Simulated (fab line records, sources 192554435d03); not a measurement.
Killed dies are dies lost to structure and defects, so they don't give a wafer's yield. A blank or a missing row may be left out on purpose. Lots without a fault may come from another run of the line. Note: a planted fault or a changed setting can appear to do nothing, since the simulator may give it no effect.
Split-lot trial + flow n5-finfet + 21 wafers read across 7 lots, on a route 1938 steps long

SPLIT DETAILS
At N5_BEOL_M8_EXPOSE_08 (exposes mask M8), the setting dose-mj was moved away from the recipe's 68.25 on 9 of the 21 wafers read, by -7.3% to +5.8%. This setting was run at the recipe's value on the other wafers.

FROM THE SPLIT TO THE READING: what the file shows between them, 14 steps
- N5_BEOL_M8_PEB_09: peb time 60 s
- N5_BEOL_M8_DEVELOP_10: develop time 30 s
- N5_BEOL_M8_CD_MEAS_11: target cd 38.5 nm
- N5_BEOL_M8_DESCUM_16: chemistry O2, time 7.9 s
- N5_BEOL_M8_ETCH_61: etches SiARC in CF4, target depth 45.5 nm, time 75.8 s
- N5_BEOL_M8_ETCH_62: etches SOC in N2/H2, target depth 110 nm, overetch 22 nm, time 165 s
- N5_BEOL_M8_STRIP_68: strips in N2/H2
- N5_BEOL_M8_HM_OPEN_17: chemistry Cl2/BCl3, target TiN, target depth 20 nm, overetch 6 nm
- N5_BEOL_M8_STRIP_19: strips in O2
- N5_BEOL_M8_CD_MEAS_18: pitch 80 nm, target cd 40 nm
- N5_BEOL_M8_COAT_63: time 60 s, resist thk 60 nm
- N5_BEOL_M8_COAT_64: time 60 s, resist thk 12 nm
- N5_BEOL_M8_PRECLEAN_42: cleans in residue remover, time 60 s
- N5_BEOL_M8_SRD_43: time 30 s

THE READING
cd-nm at N5_BEOL_M8_CD_MEAS_35, given in nm (cd target 40 nm). A value of 40.1 nm with a standard deviation of 0.72 nm is what fault-free wafers of this fab line usually give.

| wafer  | tool, chamber at the split | dose-mj as run | against the recipe | cd-nm, nm | against lot-mates on the recipe |
|--------|----------------------------|----------------|--------------------|-----------|---------------------------------|
| L078.2 | arfi-scanner-01, 0         | 68.25          | recipe             | 40.4      | -                               |
| L078.3 | arfi-scanner-01, 0         | 65.36          | -4.2%              | 38.7      | -1.7                            |
| L078.5 | arfi-scanner-01, 0         | 65.36          | -4.2%              | 38.4      | -2.0                            |
| L080.4 | arfi-scanner-01, 0         | 68.25          | recipe             | 39.1      | -                               |
| L080.5 | arfi-scanner-01, 0         | 68.25          | recipe             | 39.0      | -                               |
| L080.6 | arfi-scanner-01, 0         | 68.25          | recipe             | 39.3      | -                               |
| L076.1 | arfi-scanner-01, 0         | 63.24          | -7.3%              | 36.9      | -3.8                            |
| L076.3 | arfi-scanner-01, 0         | 68.25          | recipe             | 40.7      | -                               |
| L076.4 | arfi-scanner-01, 0         | 63.24          | -7.3%              | 36.7      | -4.0                            |
| L091.1 | arfi-scanner-03, 0         | 68.25          | recipe             | 39.7      | -                               |
| L091.3 | arfi-scanner-03, 0         | 70.91          | +3.9%              | 42.9      | +3.2                            |
| L091.4 | arfi-scanner-03, 0         | 68.25          | recipe             | 39.7      | -                               |
| L090.3 | arfi-scanner-02, 0         | 72.2           | +5.8%              | 42.4      | +3.0                            |
| L090.4 | arfi-scanner-02, 0         | 68.25          | recipe             | 39.4      | -                               |
| L090.5 | arfi-scanner-02, 0         | 72.2           | +5.8%              | 42.7      | +3.3                            |
| L093.4 | arfi-scanner-03, 0         | 68.25          | recipe             | 38.8      | -                               |
| L093.5 | arfi-scanner-03, 0         | 66.93          | -1.9%              | 39.2      | +0.2                            |
| L093.6 | arfi-scanner-03, 0         | 68.25          | recipe             | 39.2      | -                               |
| L095.1 | arfi-scanner-03, 0         | 68.25          | recipe             | 40.6      | -                               |
| L095.4 | arfi-scanner-03, 0         | 71.64          | +5.0%              | 42.4      | +1.9                            |
| L095.5 | arfi-scanner-03, 0         | 68.25          | recipe             | 40.4      | -                               |

THE FIT
A straight line over all 21 wafers: cd-nm changes by +0.445 nm for each +1% of dose-mj; r = +0.93; the points scatter about the line by 0.64 nm.
The same after taking each lot's own level away (the mean of its wafers on the recipe; 21 wafers): +0.517 nm for each +1%; r = +0.97; scatter 0.43 nm.
That fit puts the effect of the largest move of dose-mj on the reading at 3.8 nm.
Across the lots, their own levels run from 39.00 to 40.70 nm, a range of 2.4 times the standard deviation given above.
So the lot-to-lot level changes the slope: the two fits differ.
Check: for one of the wafers moved furthest among these (-7.3%), held out of the fit, the line's prediction against its lot-mates is -3.64 nm. It came out at -3.8 nm against them.

THE WHOLE CHAIN: every reading that the file lists as answering this split, in the file's order
| step                  | what it does                                           | reading                                                               | change (the file's fit)               | r (the file's) |
|-----------------------|--------------------------------------------------------|-----------------------------------------------------------------------|---------------------------------------|----------------|
| N5_BEOL_M8_CD_MEAS_11 | target cd 38.5 nm                                      | cd-nm                                                                 | +0.497 nm for each +1% of the setting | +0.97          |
| N5_BEOL_M8_ETCH_61    | etches SiARC in CF4, target depth 45.5 nm, time 75.8 s | BEOL_M8.cd-offset-nm (the simulator's own value, which no gauge read) | +0.488 nm for each +1% of the setting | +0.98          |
| N5_BEOL_M8_CD_MEAS_18 | pitch 80 nm, target cd 40 nm                           | cd-nm                                                                 | +0.519 nm for each +1% of the setting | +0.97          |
| N5_BEOL_M8_CD_MEAS_35 | target cd 40 nm                                        | cd-nm                                                                 | +0.506 nm for each +1% of the setting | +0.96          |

THE FILE'S OWN FIT
cd-nm changes by +0.506 nm for each +1% of dose-mj, r = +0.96.
